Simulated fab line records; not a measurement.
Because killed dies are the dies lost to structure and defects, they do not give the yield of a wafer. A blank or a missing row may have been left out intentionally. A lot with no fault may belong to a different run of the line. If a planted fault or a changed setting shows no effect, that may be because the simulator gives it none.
Split-lot experiment | flow n5 finfet | 21 wafers read from 7 lots, route of 1938 steps

THE SPLIT ITSELF
At N5_PASSIVATION_ETCH_15 (etches SiCN in CF4/N2, target depth 75 nm, time 81.2 s), the setting bias w was moved away from the recipe's 70 W on 5 of the 21 wafers read, by -11.3% to +14.0%. All remaining wafers had this setting at the recipe value.

Reading taken at the split's own step.

THE READING
rf vpp V, in V, at N5_PASSIVATION_ETCH_15 (etches SiCN in CF4/N2, target depth 75 nm, time 81.2 s). Typical for fault-free wafers on this fab line: 382.8 V, with standard deviation 2.1 V.

wafer  | tool, chamber at the split | bias w as run, W | against the recipe | rf vpp V, V | against lot-mates on the recipe
L077.3 | rie diel-04, 1             | 70               | recipe             | 381.9       | -
L077.4 | rie diel-04, 0             | 62.09            | -11.3%             | 355.5       | -26.4
L077.5 | rie diel-04, 3             | 62.09            | -11.3%             | 351.3       | -30.6
L079.3 | rie diel-04, 2             | 70               | recipe             | 381.8       | -
L079.5 | rie diel-04, 2             | 70               | recipe             | 383.0       | -
L079.6 | rie diel-04, 1             | 70               | recipe             | 380.5       | -
L082.4 | rie diel-01, 0             | 70               | recipe             | 384.5       | -
L082.5 | rie diel-01, 3             | 70               | recipe             | 381.7       | -
L082.6 | rie diel-01, 1             | 70               | recipe             | 385.6       | -
L091.3 | rie diel-03, 1             | 70               | recipe             | 383.0       | -
L091.4 | rie diel-03, 0             | 70               | recipe             | 384.9       | -
L091.5 | rie diel-03, 1             | 70               | recipe             | 383.3       | -
L093.1 | rie diel-04, 0             | 70               | recipe             | 382.4       | -
L093.2 | rie diel-04, 1             | 70               | recipe             | 379.7       | -
L093.4 | rie diel-04, 3             | 70               | recipe             | 386.0       | -
L095.2 | rie diel-04, 0             | 79.81            | +14.0%             | 416.8       | +29.5
L095.5 | rie diel-04, 3             | 70               | recipe             | 387.3       | -
L095.6 | rie diel-04, 0             | 79.81            | +14.0%             | 415.8       | +28.5
L094.2 | rie diel-01, 2             | 70               | recipe             | 380.7       | -
L094.4 | rie diel-01, 0             | 65               | -7.1%              | 366.6       | -14.8
L094.6 | rie diel-01, 3             | 70               | recipe             | 382.0       | -

FIT RESULTS
A straight line over all 21 wafers: rf vpp V changes by +2.46 V for each +1% of bias w; r = +0.99; the points scatter about the line by 2.1 V.
The same after taking each lot's own level away (the mean of its wafers on the recipe; 21 wafers): +2.23 V for each +1%; r = +0.99; scatter 1.9 V.
On that fit, the largest move of bias w shifts the reading by 31 V.
The lots' own levels span 381.35 to 387.30 V, that is 2.8 times the standard deviation above.
So the lot-to-lot level changes the slope: the two fits differ.
Check: with one of the wafers moved furthest among these (+14.0%) left out of the fit, the line predicts +31.5 V for it against its lot-mates. It came out at +29.5 V against them.
Tool readings at the split's step, against how far the setting was moved: rf vpp V r = +0.99.

THE FILE'S OWN FIT
rf vpp V changes by +2.22 V for each +1% of bias w, r = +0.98.
